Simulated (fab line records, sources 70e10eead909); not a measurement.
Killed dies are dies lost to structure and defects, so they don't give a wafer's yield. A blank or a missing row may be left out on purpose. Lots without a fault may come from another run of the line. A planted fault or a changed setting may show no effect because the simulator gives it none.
Problem report in the 8D (eight disciplines) form, filled by code | flow nand_harc | the parts of the form that need people (team, actions taken, sign-off) are left out

1. THE PROBLEM
cd_nm at NHARC_P_M1_CD_MEAS_09 reads a mean of 152.1 nm on 9 wafers of 3 lots; wafers without a fault read 129.6 nm with a standard deviation of 0.67. That is +34 standard deviations from the usual mean.
The step: target cd 130 nm.
First seen on wafer L715.1, day 11 09:14, on cd_sem-01. The record holds 45 wafers of 15 lots with a number at this step. Rule for "out", or "out of limits": more than 4 standard deviations from the usual mean. The other wafers with a number count as sound.

2. WHAT IT IS AND WHAT IT IS NOT
question                    | is                     | is not
which readings at this step | cd_nm                  | -
which lots                  | L715, L717, L718       | L695, L696, L698, L699, L700, L701, L703, L704, L705, L706, L709, L711
which wafers of those lots  | all that have a number | -
read on which gauges        | cd_sem-01              | cd_sem-02, cd_sem-03
when                        | from day 11 09:14      | up to then (36 sound wafers)

3. SUSPECTS, AND WHAT RULES EACH OUT
Counting: a tool at a process step up to the reading stays a suspect if it ran every lot that is out and no sound lot after the first of them.
- the gauge at NHARC_P_M1_CD_MEAS_09: ruled out. All the wafers that are out were read on cd_sem-01, but those of them that NHARC_P_M1_EXPOSE_06 has rows for are out there too, on other tools.
- arfi_scanner-02 at NHARC_P_M1_EXPOSE_06 (exposes mask P M1, target cd 130 nm): kept. It ran every lot that is out, first L715 (day 11 09:06), and no sound lot after that; its last sound lot up to then is L709 (day 9 06:59). Its own readings are out on those wafers: exposure_dose_mJ_cm2.
Left after counting: arfi_scanner-02 at NHARC_P_M1_EXPOSE_06.

4. THE CAUSE (what the simulator had put in)
Process parameter drift: arfi_scanner-02, from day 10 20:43 on, at NHARC_P_M1_EXPOSE_06. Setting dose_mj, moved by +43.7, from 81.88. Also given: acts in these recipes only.
Counting left only this tool.

5. THE CHAIN OF EFFECTS, in route order
Each row: a reading whose mean over the struck wafers that have a number lies more than 3 standard deviations from the usual. Only readings for which the record gives a usual standard deviation are gone through. hours: the time from each lot's start at the first step in this table that gives one to its start at this step, as a median over the lots. sigmas: the change in usual standard deviations.
hours | step                  | reading              | usual    | on struck wafers | change | sigmas
0     | NHARC_P_M1_EXPOSE_06  | exposure_dose_mJ_cm2 | 81.88    | 120.08           | +38.20 | +99 or more
0     | NHARC_P_M1_CD_MEAS_09 | cd_nm                | 129.6 nm | 152.1            | +22.5  | +34
The process steps in it:
- NHARC_P_M1_EXPOSE_06: exposes mask P M1, target cd 130 nm.

6. WHAT WOULD HAVE CAUGHT IT SOONER
In this record the first reading out of limits at a measuring or inspecting step was taken at day 11 09:14, 13 hours after the fault began at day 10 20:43.
The tool's own readings at NHARC_P_M1_EXPOSE_06 were out on every struck wafer that the step has a row for (exposure_dose_mJ_cm2): an alarm limit on them would have fired on the first of those.
Of the lots that are out (3), L718, L717 began NHARC_P_M1_EXPOSE_06 on arfi_scanner-02 after day 11 09:14. A hold on the tool at that time would have spared those 2.
